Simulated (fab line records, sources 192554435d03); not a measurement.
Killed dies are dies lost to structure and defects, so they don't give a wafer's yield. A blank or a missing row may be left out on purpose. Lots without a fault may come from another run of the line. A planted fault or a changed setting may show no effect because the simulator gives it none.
Chamber matching | flow n5_finfet | N5_BEOL_M5_DEP_56 on pecvd-02: 3 sister chambers
The step deposits SiCN from 3MS/NH3, target thk 8 nm, time 14 s. 20 wafers are shown with their chamber, then 10 later ones without.

WAFERS WITH THEIR CHAMBER
wafer  | chamber | showerhead_plenum_p_Torr (Torr) | throttle_valve_pct (%)
L074.4 | 2       | 3.663                           | 9.0
L074.5 | 0       | 3.693                           | 8.9
L074.6 | 1       | 3.665                           | 9.3
L076.2 | 1       | 3.668                           | 9.4
L076.3 | 2       | 3.649                           | 8.8
L076.4 | 1       | 3.661                           | 9.6
L081.2 | 1       | 3.667                           | 9.2
L081.3 | 0       | 3.697                           | 9.0
L081.6 | 2       | 3.656                           | 8.9
L085.1 | 2       | 3.657                           | 8.8
L085.3 | 0       | 3.694                           | 9.2
L085.5 | 1       | 3.657                           | 9.5
L087.1 | 0       | 3.697                           | 9.4
L087.5 | 2       | 3.660                           | 8.8
L087.6 | 1       | 3.672                           | 9.1
L093.1 | 1       | 3.662                           | 9.5
L093.2 | 2       | 3.659                           | 8.8
L093.6 | 2       | 3.663                           | 8.8
L092.1 | 2       | 3.665                           | 9.3
L092.4 | 1       | 3.666                           | 9.5

SIGNATURES (means of the wafers above)
reading                  | chamber 0 | chamber 1 | chamber 2 | scatter within a chamber
showerhead_plenum_p_Torr | 3.69525   | 3.66475   | 3.65900   | 0.00451
throttle_valve_pct       | 9.125     | 9.387     | 8.900     | 0.184
Rule: a wafer's distance from a chamber is the root of the sum, over the readings, of the square of ((its reading less the chamber's mean) divided by the reading's scatter). The wafer belongs to the nearest chamber; if the next one is less than 2 further off, it can't be placed. The scatter: the root of (the sum of the squares of (reading less its chamber's mean) over the shown wafers, divided by (wafers less chambers)).

WAFERS WITHOUT THEIR CHAMBER
wafer  | showerhead_plenum_p_Torr (Torr) | throttle_valve_pct (%)
L092.6 | 3.667                           | 9.5
L095.1 | 3.663                           | 9.5
L095.5 | 3.657                           | 9.7
L095.6 | 3.659                           | 8.7
L097.1 | 3.660                           | 9.0
L097.2 | 3.656                           | 9.0
L097.3 | 3.694                           | 8.7
L097.4 | 3.689                           | 8.5
L097.5 | 3.659                           | 8.9
L097.6 | 3.663                           | 9.3

WHICH CHAMBER EACH WENT THROUGH
wafer  | from the rows above     | in truth
L092.6 | 1                       | 1
L095.1 | 1                       | 1
L095.5 | can't be placed: 1 or 2 | 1
L095.6 | 2                       | 2
L097.1 | can't be placed: 2 or 1 | 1
L097.2 | 2                       | 2
L097.3 | 0                       | 0
L097.4 | 0                       | 0
L097.5 | 2                       | 2
L097.6 | can't be placed: 1 or 2 | 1
Placed correctly: 7 of 10. Can't be placed from these rows: 3 (the true chamber is among the candidates in 3). Placed wrongly: 0.
